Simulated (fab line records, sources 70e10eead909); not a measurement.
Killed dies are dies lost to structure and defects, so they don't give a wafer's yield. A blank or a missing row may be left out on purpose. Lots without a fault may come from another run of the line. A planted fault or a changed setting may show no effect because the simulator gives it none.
Problem report in the 8D (eight disciplines) form, filled by code | flow nand_harc | the parts of the form that need people (team, actions taken, sign-off) are left out

1. THE PROBLEM
cd_nm at NHARC_P_ZERO_WELL_CD_MEAS_24 reads a mean of 729.4 nm on 12 wafers of 4 lots; wafers without a fault read 719.8 nm with a standard deviation of 1.5. That is +6.4 standard deviations from the usual mean.
The step: target cd 720 nm.
First seen on wafer L347.1, day 6 02:41, on cd_sem-02. The record holds 39 wafers of 13 lots with a number at this step. Rule for "out", or "out of limits": more than 4 standard deviations from the usual mean. The other wafers with a number count as sound.

2. WHAT IT IS AND WHAT IT IS NOT
question                    | is                     | is not
which readings at this step | cd_nm                  | -
which lots                  | L347, L349, L350, L352 | L338, L340, L342, L343, L344, L351, L353, L357, L360
which wafers of those lots  | all that have a number | -
read on which gauges        | cd_sem-01, cd_sem-02   | cd_sem-03
when                        | from day 6 02:41       | up to then (15 sound wafers); but 12 sound wafers of L351, L353, L357, L360 came after

3. SUSPECTS, AND WHAT RULES EACH OUT
Counting: a tool at a process step up to the reading stays a suspect if it ran every lot that is out and no sound lot after the first of them.
- the gauge at NHARC_P_ZERO_WELL_CD_MEAS_24: ruled out. The wafers that are out were read on 2 gauges (cd_sem-01, cd_sem-02).
- krf_scanner-04 at NHARC_P_ZERO_WELL_EXPOSE_21 (exposes mask P NWELL, target cd 720 nm): kept. It ran every lot that is out, first L347 (day 6 02:31), and no sound lot after that; its last sound lot up to then is L343 (day 4 10:30). Its own readings are out on those wafers: exposure_dose_mJ_cm2.
Left after counting: krf_scanner-04 at NHARC_P_ZERO_WELL_EXPOSE_21.

4. THE CAUSE (what the simulator had put in)
Process parameter drift: krf_scanner-04, from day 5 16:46 on, at NHARC_P_ZERO_WELL_EXPOSE_21. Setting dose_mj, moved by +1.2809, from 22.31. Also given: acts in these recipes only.
Counting left only this tool.

5. THE CHAIN OF EFFECTS, in route order
Each row: a reading whose mean over the struck wafers that have a number lies more than 3 standard deviations from the usual. Only readings for which the record gives a usual standard deviation are gone through. hours: the time from each lot's start at the first step in this table that gives one to its start at this step, as a median over the lots. sigmas: the change in usual standard deviations.
hours | step                         | reading              | usual    | on struck wafers | change | sigmas
0     | NHARC_P_ZERO_WELL_EXPOSE_21  | exposure_dose_mJ_cm2 | 22.308   | 23.582           | +1.274 | +53
0     | NHARC_P_ZERO_WELL_CD_MEAS_24 | cd_nm                | 719.8 nm | 729.4            | +9.6   | +6.4
The process steps in it:
- NHARC_P_ZERO_WELL_EXPOSE_21: exposes mask P NWELL, target cd 720 nm.
Later measuring or inspecting steps at which every struck wafer that the step has a row for has a number for every such reading, and none has moved that far: NHARC_P_ZERO_WELL_CD_MEAS_52, NHARC_P_STI_OCD_MEAS_43, NHARC_END_SORT_01.

6. WHAT WOULD HAVE CAUGHT IT SOONER
In this record the first reading out of limits at a measuring or inspecting step was taken at day 6 02:41, 10 hours after the fault began at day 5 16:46.
The tool's own readings at NHARC_P_ZERO_WELL_EXPOSE_21 were out on every struck wafer that the step has a row for (exposure_dose_mJ_cm2): an alarm limit on them would have fired on the first of those.
Of the lots that are out (4), L349, L350, L352 began NHARC_P_ZERO_WELL_EXPOSE_21 on krf_scanner-04 after day 6 02:41. A hold on the tool at that time would have spared those 3.
